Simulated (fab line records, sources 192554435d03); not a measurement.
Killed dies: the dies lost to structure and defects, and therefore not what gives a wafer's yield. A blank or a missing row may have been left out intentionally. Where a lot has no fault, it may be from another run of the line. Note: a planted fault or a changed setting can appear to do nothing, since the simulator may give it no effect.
fab line records ; flow n5_finfet
record: lots: 11; wafers: 32; last_day: 20
route steps=1938 shown BEOL_M5@1172 BEOL_M6@1194 PASSIVATION@1936
lots with no fault: from the same line, run without faults
start_h: hours from the record's opening day to when the first of the lot's shown wafers began ; wait_h: hours from the lot's prior step to this one ; " as in the row above ; L1.1+2: one row covering several wafers at once ; - either no value or no given start ; * or withheld: withheld ; < > ~ a bound
route shown NAME@n: names a module that has steps shown in the file, with the first one's number in the route ; usual: mean and standard deviation over wafers with no fault ; same: alike in all rows ; chamber/n: place in a boat ; sites: readings site by site ; _std_site: standard deviation across them ; _edge_site: inner sites' mean taken away from outer sites' mean ; radius_mm: for every site, how far away it sits from the centre of the wafer ; mask NAME#n: copy n ; behind: the tool/chamber that last shaped the wafer ; hold: what put the lot on hold/how long, in hours/how the hold closed ; device: the n, p or np transistor that did not switch ; end of line: the same wafers' tests at the end of the route ; for a step that has no rows: nothing shown but its recipe ; killed: count of dies lost to structure and defects at first sort (not the wafer's yield) ; map: per-die view of a wafer (x killed, . not killed, _ where there is no die)
set.NAME: the run value of the setting; set.NAME@STEP: its run value at that earlier step ; model.NAME: the simulator's own value behind a step, which no gauge read
steps of the route over a sample of lots; a table a step, a row a wafer
services: from which hour (start_h, from the record's first day; less than 0 if before it) a tool's chamber was out of use, for how many hours, and why
== steps ==
step: N5_BEOL_M5_ALD_86
recipe: material: TaN; target_thk_a: *; temp_c: 275; ald_precursor_family: PDMAT; ald_co_reactant: NH3; pressure_torr: 3; carrier_flow_sccm: 1500; pulse_time_s: 2; purge_time_s: 3; co_reactant_purge_time_s: 2; co_reactant_pulse_time_s: 3; ald_cycles: 30; precursor_vessel_temp_c: 75; precursor_vessel_pressure_torr: 26.25; precursor_vessel_carrier_sccm: 1000
usual: heater_power_w: 422/33; precursor_vessel_pressure_torr: 26.25/0.052; susceptor_temp_C: 275.01/0.16
lot.wafer;tool;chamber;start_h;wait_h;heater_power_w;precursor_vessel_pressure_torr;susceptor_temp_C
L164.2;ald_metal-02;2;203.53;0.2;455;26.21;274.84
L164.3;ald_metal-02;0;203.53;0.2;429;26.24;275.03
L164.5;ald_metal-02;2;203.53;0.2;453;26.18;275.19
L165.3;ald_metal-02;0;227.61;0.0;446;26.31;275.06
L165.5;ald_metal-02;2;227.61;0.0;471;26.29;275.11
L165.6;ald_metal-02;1;227.61;0.0;446;26.32;275.26
L166.1;ald_metal-04;0;233.18;0.1;356;26.31;274.89
L166.4;ald_metal-04;1;233.18;0.1;480;26.27;274.91
L166.5;ald_metal-04;0;233.18;0.1;354;26.30;274.92
L173.2;ald_metal-02;2;260.22;0.1;441;26.24;274.96
L173.6;ald_metal-02;1;260.22;0.1;438;26.21;275.26
L176.2;ald_metal-02;3;307.46;0.0;411;26.27;275.07
L176.4;ald_metal-02;0;307.46;0.0;426;26.33;274.93
L176.6;ald_metal-02;0;307.46;0.0;430;26.24;275.00
L181.1;ald_metal-04;2;307.63;0.1;422;26.27;275.08
L181.4;ald_metal-04;0;307.63;0.1;354;26.20;274.95
L181.5;ald_metal-04;1;307.63;0.1;473;26.29;275.20
L180.1;ald_metal-02;2;329.02;0.1;454;26.23;275.26
L180.3;ald_metal-02;3;329.02;0.1;422;26.24;275.04
L180.5;ald_metal-02;3;329.02;0.1;418;26.18;275.12
L182.1;ald_metal-01;1;332.25;0.0;457;26.29;275.21
L182.3;ald_metal-01;0;332.25;0.0;433;26.27;275.10
L182.5;ald_metal-01;1;332.25;0.0;459;26.40;275.12
L184.4;ald_metal-04;3;338.36;0.0;413;26.27;275.05
L184.5;ald_metal-04;1;338.36;0.0;488;26.17;274.82
L184.6;ald_metal-04;0;338.36;0.0;349;26.20;274.96
L186.2;ald_metal-01;1;345.80;0.1;447;26.21;274.71
L186.3;ald_metal-01;2;345.80;0.1;420;26.27;274.96
L186.4;ald_metal-01;0;345.80;0.1;437;26.25;274.82
L185.2;ald_metal-02;1;352.57;0.1;425;26.28;275.05
L185.4;ald_metal-02;0;352.57;0.1;388;26.27;275.00
L185.5;ald_metal-02;0;352.57;0.1;391;26.22;274.73
step: N5_BEOL_M5_ANNEAL_51
recipe: temp_c: 225; time_s: 90; ambient: N2
usual: wafer_temp_C_max: 225.9/0.32
lot.wafer;tool;chamber;start_h;wait_h;wafer_temp_C_max
L164.2;rtp_anneal-01;0;208.65;0.1;225.7
L164.3;rtp_anneal-01;0;208.65;0.1;225.6
L164.5;rtp_anneal-01;0;208.65;0.1;225.6
L165.3;rtp_anneal-02;0;232.79;0.1;225.7
L165.5;rtp_anneal-02;0;232.79;0.1;226.0
L165.6;rtp_anneal-02;0;232.79;0.1;225.9
L166.1;rtp_anneal-01;0;238.52;0.2;225.6
L166.4;rtp_anneal-01;0;238.52;0.2;225.7
L166.5;rtp_anneal-01;0;238.52;0.2;225.7
L173.2;rtp_anneal-01;0;265.33;0.1;225.6
L173.6;rtp_anneal-01;0;265.33;0.1;226.1
L176.2;rtp_anneal-01;0;312.97;0.3;225.9
L176.4;rtp_anneal-01;0;312.97;0.3;225.8
L176.6;rtp_anneal-01;0;312.97;0.3;225.5
L181.1;rtp_anneal-02;0;313.99;0.1;225.8
L181.4;rtp_anneal-02;0;313.99;0.1;226.4
L181.5;rtp_anneal-02;0;313.99;0.1;226.2
L180.1;rtp_anneal-02;0;334.48;0.1;226.3
L180.3;rtp_anneal-02;0;334.48;0.1;226.2
L180.5;rtp_anneal-02;0;334.48;0.1;227.0
L182.1;rtp_anneal-02;0;337.30;0.1;226.0
L182.3;rtp_anneal-02;0;337.30;0.1;226.3
L182.5;rtp_anneal-02;0;337.30;0.1;226.1
L184.4;rtp_anneal-01;0;344.37;0.2;225.8
L184.5;rtp_anneal-01;0;344.37;0.2;225.7
L184.6;rtp_anneal-01;0;344.37;0.2;225.9
L186.2;rtp_anneal-02;0;351.12;0.1;225.9
L186.3;rtp_anneal-02;0;351.12;0.1;226.3
L186.4;rtp_anneal-02;0;351.12;0.1;225.9
L185.2;rtp_anneal-02;0;359.14;0.1;226.4
L185.4;rtp_anneal-02;0;359.14;0.1;225.9
L185.5;rtp_anneal-02;0;359.14;0.1;226.2
step: N5_BEOL_M5_INSPECT_58
recipe: inspect_instrument: darkfield; mode: post_dep
usual: raw_defect_count: 72/23
lot.wafer;tool;chamber;start_h;wait_h;raw_defect_count
L164.2;defect_inspect-02;-;209.49;0.0;54
L164.3;defect_inspect-02;-;209.49;0.0;67
L164.5;defect_inspect-02;-;209.49;0.0;73
L165.3;defect_inspect-02;-;233.63;0.0;62
L165.5;defect_inspect-02;-;233.63;0.0;64
L165.6;defect_inspect-02;-;233.63;0.0;94
L166.1;defect_inspect-02;-;239.40;0.0;71
L166.4;defect_inspect-02;-;239.40;0.0;61
L166.5;defect_inspect-02;-;239.40;0.0;111
L173.2;defect_inspect-02;-;266.16;0.0;57
L173.6;defect_inspect-02;-;266.16;0.0;38
L176.2;defect_inspect-02;-;313.85;0.0;71
L176.4;defect_inspect-02;-;313.85;0.0;109
L176.6;defect_inspect-02;-;313.85;0.0;61
L181.1;defect_inspect-02;-;315.01;0.0;64
L181.4;defect_inspect-02;-;315.01;0.0;64
L181.5;defect_inspect-02;-;315.01;0.0;98
L180.1;defect_inspect-02;-;335.36;0.0;96
L180.3;defect_inspect-02;-;335.36;0.0;61
L180.5;defect_inspect-02;-;335.36;0.0;64
L182.1;defect_inspect-01;-;338.27;0.0;93
L182.3;defect_inspect-01;-;338.27;0.0;91
L182.5;defect_inspect-01;-;338.27;0.0;67
L184.4;defect_inspect-01;-;345.17;0.0;78
L184.5;defect_inspect-01;-;345.17;0.0;52
L184.6;defect_inspect-01;-;345.17;0.0;127
L186.2;defect_inspect-01;-;351.95;0.0;105
L186.3;defect_inspect-01;-;351.95;0.0;114
L186.4;defect_inspect-01;-;351.95;0.0;101
L185.2;defect_inspect-01;-;360.01;0.0;54
L185.4;defect_inspect-01;-;360.01;0.0;34
L185.5;defect_inspect-01;-;360.01;0.0;70
step: N5_BEOL_M6_ILD_DEP_00
recipe: material: SiCOH_lowk; target_thk_a: 1797.5; temp_c: 300; precursor: DEMS/porogen; pressure_torr: 5; rf_w: 500; time_s: 33.4
usual: heater_power_w: 342/71; showerhead_plenum_p_Torr: 5.741/0.021; susceptor_temp_C: 300.01/0.19; throttle_valve_pct: 14.5/1.3
lot.wafer;tool;chamber;start_h;wait_h;heater_power_w;showerhead_plenum_p_Torr;susceptor_temp_C;throttle_valve_pct
L164.2;pecvd-03;1;209.52;0.0;333;5.760;299.97;13.2
L164.3;pecvd-03;2;209.52;0.0;510;5.719;300.06;13.5
L164.5;pecvd-03;2;209.52;0.0;496;5.717;299.75;13.7
L165.3;pecvd-03;1;233.67;0.0;336;5.740;299.75;13.3
L165.5;pecvd-03;0;233.67;0.0;390;5.764;300.09;15.9
L165.6;pecvd-03;1;233.67;0.0;339;5.770;299.66;13.4
L166.1;pecvd-03;2;239.44;0.0;434;5.734;300.12;13.7
L166.4;pecvd-03;0;239.44;0.0;390;5.750;300.03;16.1
L166.5;pecvd-03;1;239.44;0.0;323;5.757;299.78;13.2
L173.2;pecvd-04;0;266.20;0.0;334;5.764;300.11;14.1
L173.6;pecvd-04;1;266.20;0.0;340;5.755;299.94;17.0
L176.2;pecvd-01;1;313.89;0.0;219;5.736;299.86;14.1
L176.4;pecvd-01;2;313.89;0.0;292;5.735;299.94;13.3
L176.6;pecvd-01;1;313.89;0.0;228;5.738;299.68;13.8
L181.1;pecvd-01;0;315.05;0.0;313;5.732;300.10;14.6
L181.4;pecvd-01;0;315.05;0.0;319;5.740;300.48;14.5
L181.5;pecvd-01;1;315.05;0.0;196;5.738;299.85;14.1
L180.1;pecvd-04;1;335.40;0.0;330;5.733;299.89;16.7
L180.3;pecvd-04;2;335.40;0.0;341;5.708;299.88;13.6
L180.5;pecvd-04;1;335.40;0.0;260;5.748;299.89;17.0
L182.1;pecvd-04;1;338.31;0.0;334;5.744;299.85;17.0
L182.3;pecvd-04;2;338.31;0.0;353;5.710;300.16;13.6
L182.5;pecvd-04;1;338.31;0.0;255;5.749;299.57;17.0
L184.4;pecvd-04;1;345.22;0.1;254;5.740;299.97;16.9
L184.5;pecvd-04;0;345.22;0.1;302;5.774;299.81;14.0
L184.6;pecvd-04;2;345.22;0.1;377;5.708;299.69;13.7
L186.2;pecvd-04;2;351.99;0.0;360;5.709;299.93;13.6
L186.3;pecvd-04;1;351.99;0.0;316;5.747;300.15;17.0
L186.4;pecvd-04;1;351.99;0.0;318;5.723;300.09;17.0
L185.2;pecvd-04;2;360.05;0.0;350;5.707;299.95;13.9
L185.4;pecvd-04;0;360.05;0.0;345;5.773;300.00;14.2
L185.5;pecvd-04;2;360.05;0.0;351;5.713;300.04;13.7
step: N5_BEOL_M6_THK_MEAS_01
recipe: reads: SiCOH_lowk_of_BEOL_M6_ILD_DEP_00
usual: M6_ILD_THK: 155.9/2.5
lot.wafer;tool;chamber;start_h;wait_h;M6_ILD_THK[nm]
L164.2;film_metro-02;-;210.10;0.4;153.1
L164.3;film_metro-02;-;210.10;0.4;155.5
L164.5;film_metro-02;-;210.10;0.4;154.6
L165.3;film_metro-01;-;234.25;0.3;152.7
L165.5;film_metro-01;-;234.25;0.3;158.1
L165.6;film_metro-01;-;234.25;0.3;158.0
L166.1;film_metro-02;-;240.01;0.4;154.5
L166.4;film_metro-02;-;240.01;0.4;160.5
L166.5;film_metro-02;-;240.01;0.4;163.7
L173.2;film_metro-01;-;266.77;0.4;152.9
L173.6;film_metro-01;-;266.77;0.4;157.4
L176.2;film_metro-02;-;314.95;0.7;156.9
L176.4;film_metro-02;-;314.95;0.7;160.5
L176.6;film_metro-02;-;314.95;0.7;159.9
L181.1;film_metro-02;-;315.62;0.4;156.9
L181.4;film_metro-02;-;315.62;0.4;160.3
L181.5;film_metro-02;-;315.62;0.4;158.1
L180.1;film_metro-02;-;335.97;0.4;153.7
L180.3;film_metro-02;-;335.97;0.4;156.0
L180.5;film_metro-02;-;335.97;0.4;158.9
L182.1;film_metro-01;-;338.92;0.4;155.1
L182.3;film_metro-01;-;338.92;0.4;155.3
L182.5;film_metro-01;-;338.92;0.4;158.2
L184.4;film_metro-02;-;346.39;0.4;157.7
L184.5;film_metro-02;-;346.39;0.4;154.5
L184.6;film_metro-02;-;346.39;0.4;158.0
L186.2;film_metro-01;-;352.75;0.4;153.8
L186.3;film_metro-01;-;352.75;0.4;156.6
L186.4;film_metro-01;-;352.75;0.4;157.8
L185.2;film_metro-01;-;360.62;0.4;155.4
L185.4;film_metro-01;-;360.62;0.4;155.6
L185.5;film_metro-01;-;360.62;0.4;156.7
step: N5_PASSIVATION_PROBE_49
usual: defect_limited_yield: 91.2/1.5; killed_at_M0_to_M3: 36/10; killed_at_M4_up: 14/5.2; killed_at_contacts: 12/6; killed_at_front_end: 37/10; killed_at_other: 4/3.3; killed_dies: 104/18; killed_open: 68/14; killed_short: 34/7.4; sort_bin_5_function: 5.2/1; sort_bin_6_memory: 3.3/0.7; sort_bin_8_speed: 0.01/0.045; sort_n_pass: 1076/18; sort_yield_pct: 91.2/1.5
same: gross_dies: 1180; killed_at_back_side: 0; sort_bin_4_leakage[%]: 0
lot.wafer;tool;chamber;start_h;wait_h;defect_limited_yield[%];killed_at_M0_to_M3;killed_at_M4_up;killed_at_contacts;killed_at_front_end;killed_at_other;killed_dies;killed_open;killed_short;sort_bin_5_function[%];sort_bin_6_memory[%];sort_bin_8_speed[%];sort_n_pass;sort_yield_pct[%]
L164.2;prober-01;-;301.25;0.1;90.8;33;28;23;22;2;108;80;26;4.8;4.1;0;1072;90.8
L164.3;prober-01;-;301.30;0.1;91.9;47;10;16;22;1;96;50;45;4.7;3.2;0;1084;91.9
L164.5;prober-01;-;301.40;0.2;91.0;44;22;9;29;2;106;75;31;4.2;4.4;0;1074;91.0
L165.3;prober-01;-;319.01;0.1;88.5;39;14;21;58;4;136;90;44;6.9;4.4;0;1044;88.5
L165.5;prober-01;-;319.11;0.2;88.9;31;21;12;56;11;131;82;42;6.8;4.0;0;1049;88.9
L165.6;prober-01;-;319.16;0.3;90.0;44;23;16;35;0;118;82;31;6.4;3.1;0.17;1060;89.8
L166.1;prober-01;-;338.27;0.0;92.1;33;3;20;33;4;93;52;41;5.1;2.3;0;1087;92.1
L166.4;prober-01;-;338.42;0.2;93.3;28;8;6;31;6;79;53;26;3.9;2.7;0;1101;93.3
L166.5;prober-01;-;338.47;0.2;94.6;18;13;14;16;3;64;42;22;3.2;1.9;0;1116;94.6
L173.2;prober-02;-;347.36;0.1;90.6;37;15;11;45;3;111;79;29;5.8;3.3;0;1069;90.6
L173.6;prober-02;-;347.56;0.3;91.7;30;16;10;38;4;98;64;30;5.3;2.8;0;1082;91.7
L176.2;prober-02;-;419.64;0.1;92.2;24;12;25;29;2;92;55;36;3.5;4.0;0;1088;92.2
L176.4;prober-02;-;419.74;0.2;90.9;30;21;9;43;4;107;60;47;5.2;3.7;0;1073;90.9
L176.6;prober-02;-;419.84;0.3;91.3;35;21;17;28;2;103;75;28;5.2;3.4;0;1077;91.3
L181.1;prober-01;-;420.03;0.0;92.6;25;9;7;32;14;87;45;34;4.0;3.1;0;1093;92.6
L181.4;prober-01;-;420.18;0.2;91.1;29;21;8;37;10;105;67;34;4.9;3.9;0;1075;91.1
L181.5;prober-01;-;420.23;0.2;91.9;36;13;9;26;11;95;60;30;3.7;4.0;0;1085;91.9
L182.3;prober-02;-;439.52;0.1;90.3;40;9;16;45;4;114;86;28;6.9;2.5;0;1066;90.3
L184.4;prober-02;-;460.19;0.2;93.1;42;10;7;22;0;81;54;26;4.4;2.1;0;1099;93.1
L184.5;prober-02;-;460.24;0.2;92.7;42;10;6;27;1;86;55;30;4.4;2.6;0;1094;92.7
L184.6;prober-02;-;460.29;0.3;91.3;54;9;16;23;1;103;72;30;4.3;4.3;0;1077;91.3
L180.1;prober-01;-;470.34;0.0;91.4;36;12;9;43;1;101;64;35;5.6;2.8;0;1079;91.4
L180.3;prober-01;-;470.44;0.1;91.2;27;15;4;47;11;104;76;27;4.2;4.2;0.08;1076;91.2
L180.5;prober-01;-;470.54;0.2;91.9;22;6;12;49;6;95;62;31;4.5;3.3;0;1085;91.9
L186.2;prober-01;-;481.84;0.1;92.1;36;10;9;33;5;93;68;25;4.4;3.3;0;1087;92.1
L186.3;prober-01;-;481.89;0.1;92.7;29;13;9;32;3;86;60;26;4.0;3.1;0;1094;92.7
L186.4;prober-01;-;481.94;0.2;93.7;30;3;7;34;0;74;57;15;3.6;2.5;0;1106;93.7
L185.2;prober-02;-;488.71;0.1;90.4;50;12;18;30;3;113;75;38;5.3;3.8;0;1067;90.4
L185.4;prober-02;-;488.81;0.2;91.3;35;19;13;28;8;103;65;36;4.6;3.7;0;1077;91.3
L185.5;prober-02;-;488.86;0.2;91.4;52;10;14;19;6;101;61;40;5.7;2.5;0;1079;91.4
killed by level:class
L164.2 MOL_CONTACT_COAG:geometric_particle:open=20 BEOL_M4:geometric_particle:open=11 BEOL_M1:geometric_particle:open=8 FIN_SAQP:geometric_particle:open=7 STI_FIN_REVEAL:geometric_particle:open=5 BEOL_M0_SAQP:geometric_particle:short=5 BEOL_M0_SAQP:geometric_particle:open=5 BEOL_M5:geometric_particle:open=5
L164.3 MOL_CONTACT_COAG:geometric_particle:open=13 BEOL_M0_SAQP:geometric_particle:short=13 BEOL_M1:geometric_particle:open=10 FIN_SAQP:geometric_particle:short=7 BEOL_M1:geometric_particle:short=6 BEOL_M0_SAQP:geometric_particle:open=5 STI_FIN_REVEAL:geometric_particle:open=4 BEOL_M0:geometric_particle:short=4
L164.5 BEOL_M1:geometric_particle:open=15 FIN_SAQP:geometric_particle:open=10 BEOL_M0_SAQP:geometric_particle:short=10 BEOL_M0_SAQP:geometric_particle:open=9 MOL_CONTACT_COAG:geometric_particle:open=7 BEOL_M4:geometric_particle:open=7 BEOL_M5:geometric_particle:open=6 FIN_SAQP:geometric_particle:short=4
L165.3 STI_FIN_REVEAL:geometric_particle:open=21 MOL_CONTACT_COAG:geometric_particle:open=16 BEOL_M0_SAQP:geometric_particle:short=10 STI_FIN_REVEAL:geometric_particle:short=9 BEOL_M2:geometric_particle:open=9 FIN_SAQP:geometric_particle:short=7 BEOL_M0_SAQP:geometric_particle:open=7 FIN_SAQP:geometric_particle:open=6
L165.5 FIN_SAQP:geometric_particle:open=15 MOL_CONTACT_COAG:geometric_particle:open=12 FIN_SAQP:geometric_particle:short=9 BEOL_M0_SAQP:geometric_particle:short=9 BEOL_M1:geometric_particle:open=8 BEOL_M4:geometric_particle:open=8 STI_FIN_REVEAL:geometric_particle:open=6 BEOL_M0_SAQP:geometric_particle:open=6
L165.6 BEOL_M4:geometric_particle:open=17 MOL_CONTACT_COAG:geometric_particle:open=13 BEOL_M3:geometric_particle:open=13 FIN_SAQP:geometric_particle:open=8 BEOL_M0_SAQP:geometric_particle:short=7 BEOL_M0_SAQP:geometric_particle:open=6 BEOL_M1:geometric_particle:open=6 BEOL_M1:geometric_particle:short=4
L166.1 MOL_CONTACT_COAG:geometric_particle:open=15 BEOL_M0_SAQP:geometric_particle:short=9 FIN_SAQP:geometric_particle:short=8 BEOL_M2:geometric_particle:open=6 BEOL_M0_SAQP:geometric_particle:open=6 DUMMY_GATE:geometric_particle:open=5 GATE_CUT:geometric_particle:short=5 MOL_CONTACT_COAG:geometric_particle:short=5
L166.4 BEOL_M2:geometric_particle:open=7 STI_FIN_REVEAL:geometric_particle:open=6 FIN_SAQP:geometric_particle:short=5 GATE_CUT:geometric_particle:short=5 MOL_CONTACT_COAG:geometric_particle:open=5 BEOL_M0_SAQP:geometric_particle:open=5 BEOL_M1:geometric_particle:open=5 FIN_SAQP:geometric_particle:open=3
L166.5 MOL_CONTACT_COAG:geometric_particle:open=12 GATE_CUT:geometric_particle:short=6 BEOL_M1:geometric_particle:open=5 FIN_SAQP:geometric_particle:open=4 BEOL_M0_SAQP:geometric_particle:short=4 BEOL_M4:geometric_particle:open=4 BEOL_M2:geometric_particle:open=3 BEOL_M7:geometric_particle:open=3
L173.2 STI_FIN_REVEAL:geometric_particle:open=16 BEOL_M3:geometric_particle:open=12 MOL_CONTACT_COAG:geometric_particle:open=10 FIN_SAQP:geometric_particle:short=7 BEOL_M2:geometric_particle:open=7 GATE_CUT:geometric_particle:short=5 BEOL_M1:geometric_particle:open=5 FIN_SAQP:geometric_particle:open=4
L173.6 FIN_SAQP:geometric_particle:open=10 STI_FIN_REVEAL:geometric_particle:open=7 MOL_CONTACT_COAG:geometric_particle:open=7 BEOL_M0_SAQP:geometric_particle:open=6 BEOL_M2:geometric_particle:open=6 BEOL_M3:geometric_particle:open=5 BEOL_M0_SAQP:geometric_particle:short=4 BEOL_M1:geometric_particle:open=4
L176.2 MOL_CONTACT_COAG:geometric_particle:open=20 FIN_SAQP:geometric_particle:short=5 MOL_CONTACT_COAG:geometric_particle:short=5 BEOL_M0_SAQP:geometric_particle:open=5 BEOL_M3:geometric_particle:short=5 DUMMY_GATE:geometric_particle:open=4 BEOL_M5:geometric_particle:short=4 BEOL_M0_SAQP:geometric_particle:short=4
L176.4 FIN_SAQP:geometric_particle:open=13 BEOL_M0_SAQP:geometric_particle:open=9 BEOL_M0_SAQP:geometric_particle:short=9 MOL_CONTACT_COAG:geometric_particle:open=6 BEOL_M5:geometric_particle:short=6 FIN_SAQP:geometric_particle:short=5 ILD0:geometric_particle:short=5 DUMMY_GATE:geometric_particle:open=4
L176.6 MOL_CONTACT_COAG:geometric_particle:open=15 BEOL_M0_SAQP:geometric_particle:open=15 DUMMY_GATE:geometric_particle:open=7 BEOL_M4:geometric_particle:open=7 BEOL_M3:geometric_particle:open=6 BEOL_M0_SAQP:geometric_particle:short=6 FIN_SAQP:geometric_particle:open=5 ILD0:geometric_particle:short=5
L181.1 STI_FIN_REVEAL:geometric_particle:open=8 MOL_CONTACT_COAG:geometric_particle:open=6 PASSIVATION:area_etch=6 BEOL_M0_SAQP:geometric_particle:short=5 BEOL_M4:geometric_particle:open=5 STARTING-WAFER:geometric_particle:short=5 FIN_SAQP:geometric_particle:short=4 GATE_CUT:geometric_particle:short=4
L181.4 BEOL_M0_SAQP:geometric_particle:open=8 BEOL_M0_SAQP:geometric_particle:short=7 BEOL_M3:geometric_particle:open=7 BEOL_M4:geometric_particle:open=7 BEOL_M3:geometric_particle:short=6 GATE_CUT:geometric_particle:short=6 MOL_CONTACT_COAG:geometric_particle:open=6 BEOL_M5:geometric_particle:open=6
L181.5 FIN_SAQP:geometric_particle:open=8 MOL_CONTACT_COAG:geometric_particle:open=8 BEOL_M3:geometric_particle:open=8 BEOL_M4:geometric_particle:open=8 BEOL_M0_SAQP:geometric_particle:short=6 GATE_CUT:geometric_particle:short=5 BEOL_M0_SAQP:geometric_particle:open=5 FIN_SAQP:geometric_particle:short=4
L182.3 BEOL_M1:geometric_particle:open=15 MOL_CONTACT_COAG:geometric_particle:open=12 BEOL_M2:geometric_particle:open=11 STI_FIN_REVEAL:geometric_particle:open=10 FIN_SAQP:geometric_particle:open=9 BEOL_M3:geometric_particle:open=6 FIN_SAQP:geometric_particle:short=4 STI_FIN_REVEAL:geometric_particle:short=4
L184.4 BEOL_M3:geometric_particle:open=8 BEOL_M3:geometric_particle:short=7 BEOL_M1:geometric_particle:open=7 BEOL_M0_SAQP:geometric_particle:open=6 MOL_CONTACT_COAG:geometric_particle:open=6 BEOL_M2:geometric_particle:open=6 BEOL_M1:geometric_particle:short=5 FIN_SAQP:geometric_particle:open=4
L184.5 BEOL_M3:geometric_particle:open=14 BEOL_M1:geometric_particle:open=9 MOL_CONTACT_COAG:geometric_particle:open=6 BEOL_M0_SAQP:geometric_particle:short=6 FIN_SAQP:geometric_particle:open=5 GATE_CUT:geometric_particle:short=5 BEOL_M0_SAQP:geometric_particle:open=5 ILD0:geometric_particle:short=4
L184.6 MOL_CONTACT_COAG:geometric_particle:open=14 BEOL_M3:geometric_particle:open=13 BEOL_M0_SAQP:geometric_particle:open=10 BEOL_M0_SAQP:geometric_particle:short=9 BEOL_M2:geometric_particle:open=9 BEOL_M1:geometric_particle:open=5 GATE_CUT:geometric_particle:short=4 BEOL_M3:geometric_particle:short=4
L180.1 BEOL_M2:geometric_particle:open=12 STI_FIN_REVEAL:geometric_particle:open=11 FIN_SAQP:geometric_particle:open=9 FIN_SAQP:geometric_particle:short=6 BEOL_M0_SAQP:geometric_particle:open=6 GATE_CUT:geometric_particle:short=5 MOL_CONTACT_COAG:geometric_particle:open=5 BEOL_M4:geometric_particle:open=5
L180.3 FIN_SAQP:geometric_particle:open=22 GATE_CUT:geometric_particle:open=9 FIN_SAQP:geometric_particle:short=8 BEOL_M0_SAQP:geometric_particle:short=8 BEOL_M5:geometric_particle:open=8 BEOL_M0_SAQP:geometric_particle:open=6 MIM_TOP:geometric_particle:open=5 STI_FIN_REVEAL:geometric_particle:open=4
L180.5 FIN_SAQP:geometric_particle:open=14 MOL_CONTACT_COAG:geometric_particle:open=10 STI_FIN_REVEAL:geometric_particle:open=9 GATE_CUT:geometric_particle:short=8 FIN_SAQP:geometric_particle:short=5 BEOL_M1:geometric_particle:open=5 DUMMY_GATE:geometric_particle:open=4 BEOL_M2:geometric_particle:short=4
L186.2 BEOL_M3:geometric_particle:open=12 MOL_CONTACT_COAG:geometric_particle:open=9 STI_FIN_REVEAL:geometric_particle:open=7 BEOL_M0_SAQP:geometric_particle:open=7 FIN_SAQP:geometric_particle:open=5 BEOL_M2:geometric_particle:open=5 FIN_SAQP:geometric_particle:short=4 BEOL_M4:geometric_particle:open=4
L186.3 MOL_CONTACT_COAG:geometric_particle:open=8 DUMMY_GATE:geometric_particle:open=7 STI_FIN_REVEAL:geometric_particle:open=5 BEOL_M0_SAQP:geometric_particle:short=5 BEOL_M0:geometric_particle:open=5 BEOL_M3:geometric_particle:open=5 FIN_SAQP:geometric_particle:open=4 BEOL_M1:geometric_particle:open=4
L186.4 FIN_SAQP:geometric_particle:open=10 BEOL_M3:geometric_particle:open=10 DUMMY_GATE:geometric_particle:open=7 MOL_CONTACT_COAG:geometric_particle:open=6 STI_FIN_REVEAL:geometric_particle:open=5 BEOL_M0_SAQP:geometric_particle:open=5 BEOL_M1:geometric_particle:open=4 BEOL_M0_SAQP:geometric_particle:short=3
L185.2 MOL_CONTACT_COAG:geometric_particle:open=15 FIN_SAQP:geometric_particle:short=12 BEOL_M0_SAQP:geometric_particle:short=12 BEOL_M0_SAQP:geometric_particle:open=11 BEOL_M2:geometric_particle:open=9 BEOL_M1:geometric_particle:open=7 FIN_SAQP:geometric_particle:open=6 BEOL_M0:geometric_particle:open=5
L185.4 MOL_CONTACT_COAG:geometric_particle:open=12 FIN_SAQP:geometric_particle:short=10 BEOL_M0_SAQP:geometric_particle:open=10 BEOL_M2:geometric_particle:open=8 BEOL_M4:geometric_particle:open=5 BEOL_M0_SAQP:geometric_particle:short=4 BEOL_M4:geometric_particle:short=4 MIM_TOP_ETCH:geometric_particle:short=4
L185.5 MOL_CONTACT_COAG:geometric_particle:open=12 BEOL_M0_SAQP:geometric_particle:short=10 BEOL_M0_SAQP:geometric_particle:open=10 BEOL_M2:geometric_particle:open=10 GATE_CUT:geometric_particle:short=5 BEOL_M0:geometric_particle:open=5 BEOL_M1:geometric_particle:short=4 BEOL_M3:geometric_particle:open=4
== services ==
tool;chamber;start_h;hours;kind
pecvd-04;0;180.19;2.1;scheduled_down
ald_metal-04;-;187.06;0.8;repair
pecvd-01;-;194.92;1.3;repair
ald_metal-01;-;200.19;1.3;repair
pecvd-03;1;226.92;4.8;repair
pecvd-04;2;238.72;5.5;scheduled_down
ald_metal-01;1;242.96;2.0;repair
pecvd-04;1;247.44;2.1;scheduled_down
pecvd-03;-;255.03;14.6;pm
pecvd-03;0;280.98;5.5;scheduled_down
ald_metal-04;-;293.61;8.7;pm
pecvd-01;-;295.80;14.6;pm
pecvd-03;0;307.10;28.4;repair
ald_metal-02;-;337.25;14.0;pm
ald_metal-02;0;337.25;14.0;vent_cycle
ald_metal-02;1;337.25;14.0;vent_cycle
ald_metal-02;2;337.25;14.0;vent_cycle
ald_metal-02;3;337.25;14.0;vent_cycle
ald_metal-02;0;351.25;-;clean
ald_metal-02;1;351.25;-;clean
ald_metal-02;2;351.25;-;clean
ald_metal-02;3;351.25;-;clean
ald_metal-01;0;356.43;2.7;repair
== key ==
first_sign: step: N5_BEOL_M6_THK_MEAS_01; reading: M6_ILD_THK; direction: up; sigmas: 3.1; usual: 155.9; struck: 163.7
effect none on later readings
met_at N5_BEOL_M6_ILD_DEP_00
struck_lots L166
struck_wafers L166.5
not_acting_at N5_BEOL_M5_ALD_86,N5_BEOL_M5_ANNEAL_51,N5_BEOL_M5_INSPECT_58
onset_between 233.67 239.44
fault: kind: process_parameter_drift; tool: pecvd-03; chamber: -; onset_h: 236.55; steps: N5_BEOL_M6_ILD_DEP_00; channel: time_s; offset: *; shape: step; end_h: 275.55; scope: struck_wafers_only; acts_in: *; stated: *
